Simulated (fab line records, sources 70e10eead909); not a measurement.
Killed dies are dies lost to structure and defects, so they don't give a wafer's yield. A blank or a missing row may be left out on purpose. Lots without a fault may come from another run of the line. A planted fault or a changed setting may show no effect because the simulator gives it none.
Which tool did it? | flow nand_harc | 24 lots, 72 wafers sampled, at 2 steps of a route of 1159

WHAT THE GAUGES READ, wafer by wafer
NHARC_A_SOURCE_PLATE_THK_MEAS_09: measures by ellipsometry.
lot  | measured     | on            | thk_nm (nm)
L075 | day 7 07:12  | film_metro-01 | 10.2 9.3 9.7
L074 | day 7 07:12  | film_metro-02 | 8.3 9.2 8.4
L077 | day 7 18:39  | film_metro-01 | 10.2 8.0 10.2
L078 | day 7 18:39  | film_metro-02 | 10.7 11.6 8.3
L076 | day 7 18:40  | film_metro-01 | 9.2 9.8 10.3
L079 | day 8 05:19  | film_metro-01 | 8.6 10.5 10.6
L080 | day 8 12:50  | film_metro-02 | 8.7 10.1 10.1
L081 | day 8 12:51  | film_metro-01 | 11.2 9.5 8.7
L082 | day 9 01:01  | film_metro-01 | 10.3 8.0 9.0
L084 | day 9 07:34  | film_metro-01 | 9.5 11.2 9.7
L083 | day 9 18:02  | film_metro-01 | 10.1 11.5 9.4
L088 | day 10 07:11 | film_metro-02 | 8.0 10.3 10.2
L087 | day 10 07:11 | film_metro-01 | 8.0 9.9 8.9
L086 | day 10 07:11 | film_metro-02 | 10.2 10.8 9.6
L085 | day 10 07:11 | film_metro-01 | 9.2 9.8 7.1
L089 | day 11 03:58 | film_metro-01 | 9.8 10.5 8.2
L091 | day 11 03:58 | film_metro-01 | 8.6 9.8 10.4
L090 | day 11 03:58 | film_metro-02 | 8.3 9.5 11.0
L093 | day 11 12:38 | film_metro-02 | 9.0 10.7 12.1
L092 | day 11 12:38 | film_metro-01 | 9.5 9.7 10.7
L094 | day 11 21:54 | film_metro-01 | 8.6 9.4 10.2
L095 | day 11 21:54 | film_metro-02 | 8.6 10.1 9.1
L096 | day 12 09:47 | film_metro-02 | 8.4 10.6 9.5
L097 | day 12 14:48 | film_metro-01 | 10.9 11.0 10.8

WHICH TOOL RAN EACH LOT (tool, then ch and the chambers of the sampled wafers, then the start)
lot  | NHARC_P_BONDPAD_STRIP_15
L075 | rie_diel-05 ch 0,1, day 6 19:07
L074 | rie_diel-09 ch 1,2,3, day 6 20:43
L077 | rie_diel-05 ch 0,1,3, day 7 05:49
L078 | rie_diel-09 ch 0,1,2, day 7 06:07
L076 | rie_diel-05 ch 1,2, day 7 06:07
L079 | rie_diel-09 ch 1,2,3, day 7 16:40
L080 | rie_diel-09 ch 1,2,3, day 8 00:20
L081 | rie_diel-09 ch 1,3, day 8 01:20
L082 | rie_diel-09 ch 0,2,3, day 8 12:30
L084 | rie_diel-11 ch 0,1,2, day 8 19:14
L083 | rie_diel-09 ch 0,1,2, day 9 05:59
L088 | rie_diel-09 ch 0,3, day 9 16:44
L087 | rie_diel-09 ch 0,1,2, day 9 17:15
L086 | rie_diel-09 ch 1,2,3, day 9 17:18
L085 | rie_diel-11 ch 0,1,2, day 9 17:31
L089 | rie_diel-09 ch 2,3, day 10 15:41
L091 | rie_diel-09 ch 0,1,3, day 10 16:25
L090 | rie_diel-11 ch 1,3, day 10 16:56
L093 | rie_diel-09 ch 0,1,3, day 11 00:32
L092 | rie_diel-11 ch 0,2,3, day 11 00:38
L094 | rie_diel-09 ch 1,3, day 11 07:40
L095 | rie_diel-09 ch 2,3, day 11 12:26
L096 | rie_diel-11 ch 0,3, day 11 22:23
L097 | rie_diel-05 ch 0,1,2, day 12 02:23
- NHARC_P_BONDPAD_STRIP_15: strips in O2.

WHAT THE TOOLS THEMSELVES READ (means of the sampled wafers that have a number; where no wafer has one, the mark that the record gives instead)
NHARC_P_BONDPAD_STRIP_15.
lot  | tool        | drypump_motor_current_A (A) | oes_product_au (a.u.) | rf_vpp_V (V) | showerhead_plenum_p_Torr (Torr) | throttle_valve_pct (%)
L075 | rie_diel-05 | 6.0                         | 1.006                 | 58.7         | 3.65                            | 17.041
L074 | rie_diel-09 | 5.6                         | 1.005                 | 57.7         | 3.66                            | 17.037
L077 | rie_diel-05 | 6.0                         | 0.998                 | 58.2         | 3.54                            | 17.035
L078 | rie_diel-09 | 5.5                         | 1.009                 | 57.8         | 3.52                            | 17.038
L076 | rie_diel-05 | 5.8                         | 1.005                 | 57.4         | 3.62                            | 17.035
L079 | rie_diel-09 | 5.6                         | 0.999                 | 58.4         | 3.66                            | 17.034
L080 | rie_diel-09 | 5.7                         | 1.011                 | 58.1         | 3.66                            | 17.040
L081 | rie_diel-09 | 5.8                         | 1.012                 | 57.7         | 3.75                            | 17.037
L082 | rie_diel-09 | 5.9                         | 1.008                 | 58.0         | 3.56                            | 17.031
L084 | rie_diel-11 | 5.6                         | 1.005                 | 58.4         | 3.65                            | 17.045
L083 | rie_diel-09 | 5.5                         | 1.008                 | 57.6         | 3.52                            | 17.031
L088 | rie_diel-09 | 6.0                         | 0.999                 | 58.5         | 3.65                            | 17.035
L087 | rie_diel-09 | 5.5                         | 1.004                 | 57.7         | 3.52                            | 17.037
L086 | rie_diel-09 | 5.7                         | 1.003                 | 57.8         | 3.66                            | 17.042
L085 | rie_diel-11 | 5.6                         | 1.012                 | 57.9         | 3.64                            | 17.039
L089 | rie_diel-09 | 6.1                         | 1.010                 | 57.0         | 3.70                            | 17.030
L091 | rie_diel-09 | 5.7                         | 1.006                 | 57.5         | 3.61                            | 17.039
L090 | rie_diel-11 | 5.8                         | 0.999                 | 58.0         | 3.62                            | 17.040
L093 | rie_diel-09 | 5.7                         | 1.001                 | 57.8         | 3.61                            | 17.047
L092 | rie_diel-11 | 5.8                         | 1.004                 | 58.0         | 3.64                            | 17.031
L094 | rie_diel-09 | 5.9                         | 1.000                 | 57.8         | 3.75                            | 17.034
L095 | rie_diel-09 | 5.9                         | 1.003                 | 58.2         | 3.61                            | 17.030
L096 | rie_diel-11 | 5.7                         | 1.006                 | 57.1         | 3.59                            | 17.035
L097 | rie_diel-05 | 5.8                         | 1.009                 | 58.0         | 3.57                            | 17.040

THE ANSWER, worked out from the rows above alone
Rule: what is usual is taken from the lots themselves. Put in order of their means at a reading, lots are off if they are a third of the lots or fewer, leave a main group of 4 or more, and stand apart from it by a gap of 3 or more times the standard deviation of the main group's means; of several such gaps the widest counts. A main group whose means are all the same, to the digits that the tables above print for the reading, isn't used. A lot without any number at a reading at which 4 lots or more have one is off too. The other lots that the step has rows for count as sound. The gauges are gone through in route order, then the tools' own readings, and for those a lot's mean is taken as printed above. The first step at which some lot is off is used, and at that step the reading that is off furthest; a lot without a number counts as furthest.
No lot is off at any reading shown: from this, nothing can be told.

WHAT THE SIMULATOR HAD PUT IN
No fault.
